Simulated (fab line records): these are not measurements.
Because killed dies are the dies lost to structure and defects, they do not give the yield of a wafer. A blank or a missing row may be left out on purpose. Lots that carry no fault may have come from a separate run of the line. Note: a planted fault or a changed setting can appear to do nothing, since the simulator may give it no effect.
Matching of chambers	flow nand harc	NHARC_A_STAIRCASE_DESCUM_219 on rie diel-12: 4 sister chambers
The step chemistry O2, time 3 s. 14 wafers are shown with their chamber, then 7 later ones without.

## WAFERS PAIRED WITH THEIR CHAMBERS
wafer	chamber	showerhead plenum p Torr (Torr)	drypump motor current A (A)	oes product au (a.u.)
L078.2	2	2.06	6.0	0.981
L078.4	1	1.82	5.6	0.971
L078.5	2	2.06	6.0	0.985
L077.1	3	1.93	5.1	1.012
L077.5	1	1.82	5.5	0.993
L077.6	0	1.94	5.6	0.999
L079.2	3	1.93	5.0	1.019
L079.3	2	2.06	6.0	0.989
L079.5	2	2.06	6.0	0.991
L083.3	1	1.81	5.5	0.994
L083.5	2	2.05	6.0	0.986
L083.6	3	1.92	5.1	1.012
L088.1	3	1.92	5.1	1.015
L088.2	2	2.05	6.0	0.984

SIGNATURES (averages over the wafers above)
reading	chamber 0	chamber 1	chamber 2	chamber 3	scatter within a chamber
showerhead plenum p Torr	1.9400	1.8167	2.0567	1.9250	0.00548
drypump motor current A	5.600	5.533	6.000	5.075	0.0376
oes product au	0.99900	0.98600	0.98600	1.01450	0.0066
Rule: for a wafer and a chamber, the distance is found by dividing, reading by reading, the gap between the wafer's reading and the chamber's mean by the reading's scatter, squaring, summing and taking the root. The wafer belongs to the nearest chamber; if the next one is less than 2 further off, it can't be placed. The scatter: the root of (the sum of the squares of (reading less its chamber's mean) over the shown wafers, divided by (wafers less chambers)).

## WAFERS WHOSE CHAMBER IS MISSING
wafer	showerhead plenum p Torr (Torr)	drypump motor current A (A)	oes product au (a.u.)
L088.4	1.81	5.5	0.995
L087.1	2.05	6.0	1.001
L087.3	1.81	5.6	1.003
L087.4	1.93	5.6	1.014
L090.3	1.91	5.0	1.011
L090.5	1.80	5.6	1.003
L090.6	1.92	5.5	1.003

## WHICH CHAMBER EACH WENT THROUGH
wafer	from the rows above	in truth
L088.4	1	1
L087.1	2	2
L087.3	1	1
L087.4	0	0
L090.3	3	3
L090.5	1	1
L090.6	0	0
Correctly placed: 7 of 7. Left unplaced by these rows: 0. Wrongly placed: 0.
